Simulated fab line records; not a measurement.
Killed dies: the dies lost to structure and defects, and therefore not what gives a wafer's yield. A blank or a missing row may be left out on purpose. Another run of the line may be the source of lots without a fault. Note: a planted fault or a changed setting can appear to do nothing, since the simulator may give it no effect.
fab line records ; flow nand-harc
record lots=7; wafers=21; last-day=34
route steps=1302 shown P_M1@291
lots untouched by any fault: they come from a run of this same line in which no faults occurred
start-h: start of the lot's first displayed wafer, in hours after the record's first day ; wait-h: how many hours have passed since the lot's step before this one ; " repeats the value in the row above ; L1.1+2: several wafers, shown together as one row ; - no value, or no start was given ; * or withheld: withheld ; < > ~ a bound
route shown NAME@n: a module of which the file shows steps, and the number in the route of the first ; usual: average and standard deviation across the fault-free wafers ; same: alike in all rows ; chamber/n: place in a boat ; sites: per-site readings ; _std_site: how widely they spread, as a standard deviation ; _edge_site: mean of outer sites minus mean of inner sites ; radius-mm: how far each site lies from the wafer's centre ; mask NAME#n: copy n ; behind: tool/chamber where the wafer was last shaped ; hold: what put the lot on hold/how long, in hours/how the hold closed ; device: names the non-switching transistor (n, p or np) ; end of line: the route-end tests of the same wafers ; a step given without rows: its recipe and nothing more ; killed: at the first sort, the dies lost to defects and structure; wafer yield is something else ; map: the dies of a wafer, with x for killed, . for not killed, _ for no die there
set.NAME: the setting the step ran with; set.NAME@STEP: the setting that earlier step ran with ; model.NAME: the simulator's own value behind a step, which no gauge read
a table for each step, a row for each wafer; lots at some steps of the route
services: when a tool's chamber went out of use (start-h, in hours from the record's first day, below 0 if earlier), for how many hours, and the reason
## steps
# step NHARC_P_M1_EBR_05
# step NHARC_P_M1_EXPOSE_06
# recipe na=1.35; target-cd-nm=130; dose-mj=81.88; mask-id=P_M1
# step NHARC_P_M1_PEB_07
# recipe peb-temp-c=100; peb-time-s=65
# step NHARC_P_M1_DEVELOP_08
# recipe develop-time-s=35; dev-temp-c=23
# step NHARC_P_M1_CD_MEAS_09
# recipe target-cd-nm=130; landing-energy-ev=500
# usual cd-nm=129.8/0.79
lot.wafer;tool;chamber;start-h;wait-h;cd-nm
L519.1;cd-sem-03;0;154.08;-;128.5
L519.4;cd-sem-03;0;154.08;-;129.2
L519.5;cd-sem-03;0;154.08;-;128.8
L522.2;cd-sem-01;0;174.06;-;129.8
L522.3;cd-sem-01;0;174.06;-;130.4
L522.6;cd-sem-01;0;174.06;-;129.1
L526.1;cd-sem-02;0;214.59;-;130.4
L526.3;cd-sem-02;0;214.59;-;130.4
L526.4;cd-sem-02;0;214.59;-;130.6
L528.1;cd-sem-01;0;235.28;-;131.2
L528.2;cd-sem-01;0;235.28;-;130.8
L528.4;cd-sem-01;0;235.28;-;129.9
L527.3;cd-sem-03;0;238.06;-;129.0
L527.4;cd-sem-03;0;238.06;-;128.9
L527.6;cd-sem-03;0;238.06;-;129.5
L537.1;cd-sem-03;0;322.72;-;128.7
L537.2;cd-sem-03;0;322.72;-;128.9
L537.5;cd-sem-03;0;322.72;-;128.6
L540.2;cd-sem-03;0;354.54;-;129.6
L540.3;cd-sem-03;0;354.54;-;128.3
L540.5;cd-sem-03;0;354.54;-;129.2
# step NHARC_P_M1_OVL_MEAS_10
# recipe pitch-nm=260
# usual overlay-x-nm=0.3/0.81; overlay-y-nm=0.4/0.68
lot.wafer;tool;chamber;start-h;wait-h;overlay-x-nm;overlay-y-nm
L519.1;overlay-02;-;154.17;-;0.0;1.2
L519.4;overlay-02;-;154.17;-;-0.1;1.0
L519.5;overlay-02;-;154.17;-;-0.3;0.8
L522.2;overlay-02;-;174.15;-;-0.8;0.8
L522.3;overlay-02;-;174.15;-;-0.8;0.1
L522.6;overlay-02;-;174.15;-;-1.2;0.7
L526.1;overlay-01;-;214.68;-;1.3;0.2
L526.3;overlay-01;-;214.68;-;1.3;-0.4
L526.4;overlay-01;-;214.68;-;1.2;0.3
L528.1;overlay-02;-;235.36;-;0.1;0.1
L528.2;overlay-02;-;235.36;-;0.1;-0.1
L528.4;overlay-02;-;235.36;-;0.6;-0.1
L527.3;overlay-01;-;238.14;-;0.5;1.4
L527.4;overlay-01;-;238.14;-;0.1;1.2
L527.6;overlay-01;-;238.14;-;0.3;1.7
L537.1;overlay-02;-;322.81;-;1.3;-0.1
L537.2;overlay-02;-;322.81;-;1.3;0.2
L537.5;overlay-02;-;322.81;-;1.1;-0.6
L540.2;overlay-01;-;354.62;-;1.1;-0.4
L540.3;overlay-01;-;354.62;-;0.7;0.1
L540.5;overlay-01;-;354.62;-;0.3;-0.1
# step NHARC_P_M1_INSPECT_11
# usual raw-defect-count=4.8/2.6
lot.wafer;tool;chamber;start-h;wait-h;raw-defect-count
L519.1;defect-inspect-01;-;154.20;0.0;3
L519.4;defect-inspect-01;-;154.20;0.0;9
L519.5;defect-inspect-01;-;154.20;0.0;4
L522.2;defect-inspect-01;-;174.19;0.0;2
L522.3;defect-inspect-01;-;174.19;0.0;4
L522.6;defect-inspect-01;-;174.19;0.0;3
L526.1;defect-inspect-01;-;214.71;0.0;3
L526.3;defect-inspect-01;-;214.71;0.0;7
L526.4;defect-inspect-01;-;214.71;0.0;8
L528.1;defect-inspect-01;-;235.40;0.0;5
L528.2;defect-inspect-01;-;235.40;0.0;5
L528.4;defect-inspect-01;-;235.40;0.0;6
L527.3;defect-inspect-01;-;238.18;0.0;4
L527.4;defect-inspect-01;-;238.18;0.0;4
L527.6;defect-inspect-01;-;238.18;0.0;3
L537.1;defect-inspect-01;-;322.84;0.0;8
L537.2;defect-inspect-01;-;322.84;0.0;8
L537.5;defect-inspect-01;-;322.84;0.0;6
L540.2;defect-inspect-02;-;354.66;0.0;6
L540.3;defect-inspect-02;-;354.66;0.0;4
L540.5;defect-inspect-02;-;354.66;0.0;1
# step NHARC_P_M1_DESCUM_14
# recipe time-s=3; o2-flow-sccm=200; ar-flow-sccm=0; bias-power-w=0; chemistry=O2
# usual drypump-motor-current-A=5.8/0.35; oes-product-au=1.003/0.0073; rf-vpp-V=57.6/0.92; showerhead-plenum-p-Torr=1.90/0.086; throttle-valve-pct=11.311/0.0093
# same bias-power-w=0
lot.wafer;tool;chamber;start-h;wait-h;drypump-motor-current-A;oes-product-au;rf-hours-counter-h;rf-vpp-V;showerhead-plenum-p-Torr;throttle-valve-pct
L519.4;rie-diel-09;0;154.27;0.1;5.7;0.991;0;56.7;1.85;11.308
L519.1;rie-diel-09;2;154.27;0.1;6.5;1.003;0;57.7;1.99;11.303
L519.5;rie-diel-09;0;154.27;0.1;5.7;1.008;-;54.7;1.85;11.321
L522.2;rie-diel-09;3;174.25;0.1;6.3;1.020;2;58.2;1.80;11.320
L522.3;rie-diel-09;0;174.25;0.1;5.8;1.001;2;57.2;1.85;11.309
L522.6;rie-diel-09;3;174.25;0.1;6.3;1.022;-;57.4;1.80;11.304
L526.1;rie-diel-12;1;214.77;0.1;5.4;1.007;8;58.0;2.01;11.312
L526.4;rie-diel-12;3;214.77;0.1;5.8;1.010;8;57.2;1.82;11.315
L526.3;rie-diel-12;0;214.77;0.1;5.5;0.990;7;57.1;1.81;11.310
L528.2;rie-diel-12;2;235.46;0.1;5.5;0.998;10;58.3;1.96;11.322
L528.1;rie-diel-12;1;235.46;0.1;5.4;1.001;10;60.4;2.01;11.301
L528.4;rie-diel-12;3;235.46;0.1;5.8;0.998;-;58.0;1.81;11.298
L527.3;rie-diel-12;2;238.25;0.1;5.6;0.993;11;58.4;1.96;11.314
L527.4;rie-diel-12;1;238.25;0.1;5.4;0.992;-;58.1;2.01;11.310
L527.6;rie-diel-12;2;238.25;0.1;5.5;1.002;-;58.6;1.96;11.312
L537.1;rie-diel-12;1;322.90;0.1;5.4;1.004;2;58.0;2.01;11.291
L537.2;rie-diel-12;2;322.90;0.1;5.6;0.989;2;58.8;1.96;11.307
L537.5;rie-diel-12;2;322.90;0.1;5.6;0.990;-;59.1;1.96;11.309
L540.2;rie-diel-12;2;354.72;0.1;5.6;1.000;5;57.4;1.96;11.312
L540.3;rie-diel-12;1;354.72;0.1;5.4;0.996;4;57.8;2.00;11.299
L540.5;rie-diel-12;3;354.72;0.1;5.8;1.000;-;58.6;1.81;11.287
# step NHARC_P_M1_ETCH_35
# recipe target-depth-a=400; overetch-a=120; time-s=43.94; ion-energy-ev=200; n2-flow-sccm=150; h2-flow-sccm=150; ar-flow-sccm=0; rf-w=400; bias-w=150; chemistry=N2/H2
# usual drypump-motor-current-A=5.8/0.34; oes-product-au=1.001/0.0084; rf-fwd-power-W=394.4/2; rf-vpp-V=430.1/2.7; showerhead-plenum-p-Torr=2.02/0.094; throttle-valve-pct=14.171/0.0094
lot.wafer;tool;chamber;start-h;wait-h;drypump-motor-current-A;oes-product-au;rf-fwd-power-W;rf-hours-counter-h;rf-vpp-V;showerhead-plenum-p-Torr;throttle-valve-pct
L519.4;rie-diel-09;3;154.36;0.1;6.3;1.002;392.7;0;425.9;1.91;14.177
L519.1;rie-diel-09;0;154.36;0.1;5.8;1.002;395.5;0;428.2;1.97;14.163
L519.5;rie-diel-09;3;154.36;0.1;6.3;1.002;392.1;-;428.7;1.91;14.162
L522.2;rie-diel-09;2;174.34;0.1;6.5;1.007;391.0;2;431.9;2.13;14.168
L522.3;rie-diel-09;3;174.34;0.1;6.3;1.012;394.1;2;425.5;1.91;14.173
L522.6;rie-diel-09;0;174.34;0.1;5.8;0.993;392.5;-;428.0;1.97;14.183
L526.1;rie-diel-12;3;214.86;0.1;5.8;0.993;394.3;8;426.8;1.93;14.169
L526.4;rie-diel-12;1;214.86;0.1;5.4;0.998;397.5;8;433.9;2.14;14.157
L526.3;rie-diel-12;2;214.86;0.1;5.5;0.996;393.9;9;432.5;2.09;14.168
L528.2;rie-diel-12;1;235.56;0.1;5.4;1.003;396.8;10;434.1;2.14;14.178
L528.1;rie-diel-12;3;235.56;0.1;5.8;0.995;391.4;10;428.7;1.93;14.177
L528.4;rie-diel-12;2;235.56;0.1;5.6;1.001;393.6;-;431.7;2.09;14.175
L527.3;rie-diel-12;1;238.35;0.1;5.4;0.987;396.0;10;433.4;2.14;14.170
L527.6;rie-diel-12;3;238.35;0.1;5.8;0.988;392.3;-;427.0;1.93;14.175
L527.4;rie-diel-12;2;238.35;0.1;5.6;0.993;395.1;-;431.5;2.09;14.162
L537.1;rie-diel-12;1;323.01;0.1;5.4;0.993;395.2;2;434.7;2.14;14.168
L537.2;rie-diel-12;3;323.01;0.1;5.8;1.003;391.7;2;427.7;1.93;14.157
L537.5;rie-diel-12;1;323.01;0.1;5.4;0.990;397.3;-;433.1;2.14;14.160
L540.2;rie-diel-12;0;354.81;0.1;5.5;1.007;396.2;4;426.4;1.92;14.152
L540.3;rie-diel-12;2;354.81;0.1;5.6;0.994;394.6;5;432.3;2.09;14.164
L540.5;rie-diel-12;3;354.81;0.1;5.8;0.997;391.3;-;426.7;1.93;14.171
# step NHARC_P_M1_ETCH_15
# recipe target-depth-a=1825; time-s=91.2; c4f8-flow-sccm=withheld; ar-flow-sccm=400; rf-w=600; bias-w=300; chemistry=C4F8/Ar
# usual oes-product-au=0.955/0.021; rf-fwd-power-W=595.2/2.4; rf-vpp-V=440.5/2.8
lot.wafer;tool;chamber;start-h;wait-h;oes-product-au;rf-fwd-power-W;rf-hours-counter-h;rf-vpp-V
L519.4;rie-diel-09;0;-;-;0.957;594.5;0;438.6
L519.1;rie-diel-09;1;-;-;0.980;594.6;0;443.1
L519.5;rie-diel-09;0;-;-;0.953;594.2;-;438.5
L522.2;rie-diel-09;0;-;-;0.956;595.2;3;439.8
L522.3;rie-diel-09;1;-;-;0.981;598.5;2;443.3
L522.6;rie-diel-09;1;-;-;0.985;596.5;-;444.1
L526.1;rie-diel-12;1;-;-;0.922;594.2;8;443.6
L526.3;rie-diel-12;3;-;-;0.923;592.1;8;437.4
L526.4;rie-diel-12;0;-;-;0.915;597.1;7;437.8
L528.1;rie-diel-12;2;-;-;0.960;592.4;10;442.4
L528.2;rie-diel-12;1;-;-;0.963;596.5;10;443.1
L528.4;rie-diel-12;2;-;-;0.965;594.0;-;443.1
L527.3;rie-diel-12;3;-;-;0.924;591.0;10;437.4
L527.4;rie-diel-12;3;-;-;0.909;594.4;-;438.5
L527.6;rie-diel-12;1;-;-;0.917;595.6;-;443.7
L537.2;rie-diel-12;3;-;-;0.943;594.4;2;437.5
L537.1;rie-diel-12;0;-;-;0.952;597.2;2;437.6
L537.5;rie-diel-12;2;-;-;0.938;595.3;-;442.5
L540.3;rie-diel-12;0;-;-;0.939;597.6;4;437.1
L540.2;rie-diel-12;1;-;-;0.926;600.8;4;443.5
L540.5;rie-diel-12;1;-;-;0.933;598.5;-;443.2
# step NHARC_P_M1_CD_MEAS_16
# usual cd-nm=129.9/0.92
lot.wafer;tool;chamber;start-h;wait-h;cd-nm
L519.1;cd-sem-02;-;154.57;-;129.5
L519.4;cd-sem-02;-;154.57;-;129.2
L519.5;cd-sem-02;-;154.57;-;129.1
L522.2;cd-sem-01;-;174.55;-;129.5
L522.3;cd-sem-01;-;174.55;-;130.7
L522.6;cd-sem-01;-;174.55;-;128.8
L526.1;cd-sem-02;-;215.08;-;129.7
L526.3;cd-sem-02;-;215.08;-;130.9
L526.4;cd-sem-02;-;215.08;-;130.3
L528.1;cd-sem-01;-;235.81;-;129.8
L528.2;cd-sem-01;-;235.81;-;131.0
L528.4;cd-sem-01;-;235.81;-;129.7
L527.3;cd-sem-02;-;238.59;-;129.2
L527.4;cd-sem-02;-;238.59;-;128.8
L527.6;cd-sem-02;-;238.59;-;129.3
L537.1;cd-sem-01;-;323.23;-;128.0
L537.2;cd-sem-01;-;323.23;-;128.7
L537.5;cd-sem-01;-;323.23;-;128.9
L540.2;cd-sem-01;-;355.03;-;129.4
L540.3;cd-sem-01;-;355.03;-;128.9
L540.5;cd-sem-01;-;355.03;-;129.7
# step NHARC_P_M1_STRIP_18
# recipe power-w=1000; n2-flow-sccm=150; h2-flow-sccm=150; ar-flow-sccm=0; bias-w=0; chemistry=N2/H2
# usual drypump-motor-current-A=5.9/0.36; oes-product-au=1.002/0.008; rf-fwd-power-W=997.0/3; rf-vpp-V=90.6/0.96; showerhead-plenum-p-Torr=2.03/0.094; throttle-valve-pct=14.170/0.0085
lot.wafer;tool;chamber;start-h;wait-h;drypump-motor-current-A;oes-product-au;rf-fwd-power-W;rf-hours-counter-h;rf-vpp-V;showerhead-plenum-p-Torr;throttle-valve-pct
L519.1;rie-diel-12;0;154.64;0.1;5.5;1.002;1000.5;4;91.0;1.93;14.186
L519.4;rie-diel-12;1;154.64;0.1;5.4;0.998;1001.8;4;91.6;2.14;14.177
L519.5;rie-diel-12;1;154.64;0.1;5.4;1.004;996.3;-;90.8;2.14;14.166
L522.2;rie-diel-09;2;174.63;0.1;6.5;1.002;995.8;2;92.1;2.13;14.171
L522.3;rie-diel-09;0;174.63;0.1;5.7;1.003;1000.1;3;90.1;1.97;14.166
L522.6;rie-diel-09;3;174.63;0.1;6.3;1.002;1000.3;-;89.9;1.91;14.172
L526.4;rie-diel-09;1;215.15;0.1;6.0;1.000;997.7;4;90.5;2.13;14.167
L526.3;rie-diel-09;3;215.15;0.1;6.3;1.014;999.0;5;88.5;1.91;14.176
L526.1;rie-diel-09;0;215.15;0.1;5.7;0.993;999.1;5;90.5;1.97;14.162
L528.1;rie-diel-09;0;235.88;0.1;5.7;0.996;997.5;7;89.7;1.97;14.172
L528.4;rie-diel-09;1;235.88;0.1;6.0;1.008;998.9;6;92.5;2.13;14.151
L528.2;rie-diel-09;2;235.88;0.1;6.5;1.013;1002.7;7;90.6;2.12;14.167
L527.4;rie-diel-09;1;238.66;0.1;6.0;1.009;997.7;7;91.1;2.13;14.182
L527.3;rie-diel-09;0;238.66;0.1;5.7;1.012;997.2;8;90.3;1.97;14.172
L527.6;rie-diel-09;1;238.66;0.1;6.0;1.002;1001.1;-;91.7;2.13;14.180
L537.2;rie-diel-12;2;323.41;0.2;5.5;1.001;994.4;2;91.0;2.09;14.183
L537.1;rie-diel-12;0;323.41;0.2;5.5;1.003;997.4;2;89.7;1.92;14.179
L537.5;rie-diel-12;2;323.41;0.2;5.5;0.980;999.2;-;91.8;2.09;14.169
L540.2;rie-diel-09;2;355.10;0.1;6.5;0.994;1001.3;1;91.8;2.12;14.172
L540.3;rie-diel-09;0;355.10;0.1;5.8;0.996;993.4;2;90.2;1.96;14.172
L540.5;rie-diel-09;2;355.10;0.1;6.5;1.002;998.9;-;90.6;2.12;14.162
# step NHARC_P_M1_ETCH_28
# recipe target-depth-a=300; over-etch-frac=0.3; time-s=72.99; ion-energy-ev=150; cf4-flow-sccm=50; n2-flow-sccm=100; ar-flow-sccm=150; rf-w=300; bias-w=100; chemistry=CF4/N2
# usual cf4-flow-sccm=49.99/0.16; drypump-motor-current-A=5.9/0.36; oes-product-au=1.002/0.0084; rf-fwd-power-W=297.3/1.1; rf-vpp-V=313.9/2.1; showerhead-plenum-p-Torr=2.61/0.11; throttle-valve-pct=19.792/0.01
lot.wafer;tool;chamber;start-h;wait-h;cf4-flow-sccm;drypump-motor-current-A;oes-product-au;rf-fwd-power-W;rf-hours-counter-h;rf-vpp-V;showerhead-plenum-p-Torr;throttle-valve-pct
L519.1;rie-diel-12;3;154.90;-;50.11;5.8;1.011;296.5;4;311.1;2.50;19.794
L519.4;rie-diel-12;0;154.90;-;50.19;5.5;0.997;298.2;4;310.9;2.49;19.791
L519.5;rie-diel-12;2;154.90;-;50.18;5.6;1.006;295.8;-;315.5;2.68;19.808
L522.2;rie-diel-09;0;174.87;-;49.82;5.7;0.992;296.1;3;312.0;2.54;19.783
L522.3;rie-diel-09;3;174.87;-;50.24;6.3;1.005;296.4;2;311.7;2.48;19.800
L522.6;rie-diel-09;1;174.87;-;49.77;6.0;1.004;295.7;-;316.0;2.73;19.802
L526.4;rie-diel-09;3;215.39;-;50.12;6.3;0.809;296.7;5;311.3;2.47;19.784
L526.1;rie-diel-09;0;215.39;-;50.12;5.8;0.804;298.4;5;312.2;2.54;19.787
L526.3;rie-diel-09;2;215.39;-;49.81;6.5;0.815;297.2;4;315.8;2.73;19.799
L528.1;rie-diel-09;1;236.13;-;49.90;6.0;0.819;297.1;7;316.3;2.73;19.775
L528.4;rie-diel-09;2;236.13;-;50.22;6.5;0.812;296.4;7;313.9;2.73;19.797
L528.2;rie-diel-09;3;236.13;-;49.85;6.4;0.814;298.7;7;312.0;2.47;19.780
L527.3;rie-diel-09;0;238.90;-;49.88;5.7;0.807;297.7;8;312.4;2.54;19.798
L527.4;rie-diel-09;3;238.90;-;50.32;6.3;0.826;297.5;8;310.9;2.47;19.785
L527.6;rie-diel-09;0;238.90;-;50.00;5.7;0.811;297.0;-;313.4;2.54;19.809
L537.2;rie-diel-12;2;323.78;-;50.07;5.5;1.004;296.8;2;316.0;2.68;19.806
L537.1;rie-diel-12;0;323.78;-;49.94;5.5;0.991;297.9;2;311.6;2.49;19.804
L537.5;rie-diel-12;1;323.78;-;49.94;5.4;0.990;297.0;-;315.7;2.75;19.786
L540.2;rie-diel-09;2;355.34;-;50.10;6.5;0.995;297.1;1;315.6;2.72;19.788
L540.3;rie-diel-09;0;355.34;-;49.88;5.7;1.009;296.7;2;311.6;2.54;19.809
L540.5;rie-diel-09;2;355.34;-;50.06;6.5;1.006;297.4;-;316.6;2.72;19.766
# step NHARC_P_M1_STRIP_19
# recipe time-s=600; temp-c=30; chemistry=post-etch-residue-remover
## services
tool;chamber;start-h;hours;kind
rie-diel-09;-;143.17;9.0;pm
rie-diel-12;0;149.40;-;clean
rie-diel-12;1;149.40;-;clean
rie-diel-12;2;149.40;-;clean
rie-diel-12;3;149.40;-;clean
rie-diel-12;0;173.90;-;clean
rie-diel-12;1;173.90;-;clean
rie-diel-12;2;173.90;-;clean
rie-diel-12;3;173.90;-;clean
rie-diel-12;0;198.40;-;clean
rie-diel-12;1;198.40;-;clean
rie-diel-12;2;198.40;-;clean
rie-diel-12;3;198.40;-;clean
rie-diel-12;0;223.09;-;clean
rie-diel-12;1;223.09;-;clean
rie-diel-12;2;223.09;-;clean
rie-diel-12;3;223.09;-;clean
rie-diel-12;0;233.40;5.0;repair
rie-diel-12;0;247.59;-;clean
rie-diel-09;1;251.16;3.1;repair
rie-diel-12;-;268.40;9.0;pm
rie-diel-09;2;306.85;2.8;repair
rie-diel-09;-;320.17;9.0;pm
rie-diel-09;2;339.67;7.1;repair
## key
first-sign step=NHARC_P_M1_ETCH_28; reading=oes-product-au; direction=down; sigmas=23; usual=1.002; struck=0.813
effect none on later readings
met-at NHARC_P_M1_ETCH_28
struck-wafers L526.1,L526.3,L526.4,L527.3,L527.4,L527.6,L528.1,L528.2,L528.4
later-rows-left-out L526.4
sort-left-out L526.1,L526.3,L526.4,L527.3,L527.4,L527.6,L528.1,L528.2,L528.4
onset-between 174.87 215.39
fault kind=process-parameter-drift; tool=rie-diel-09; chamber=-; onset-h=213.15; steps=NHARC_P_M1_ETCH_28; channel=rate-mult; offset=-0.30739; shape=step; end-h=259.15
# sort-left-out: the simulated sort isn't trusted on such a fault, so these wafers' sort isn't shown, and their yield isn't known
# later-rows-left-out: the simulator's readings of these wafers behind a module that went badly wrong aren't trusted and aren't shown, but for the sort
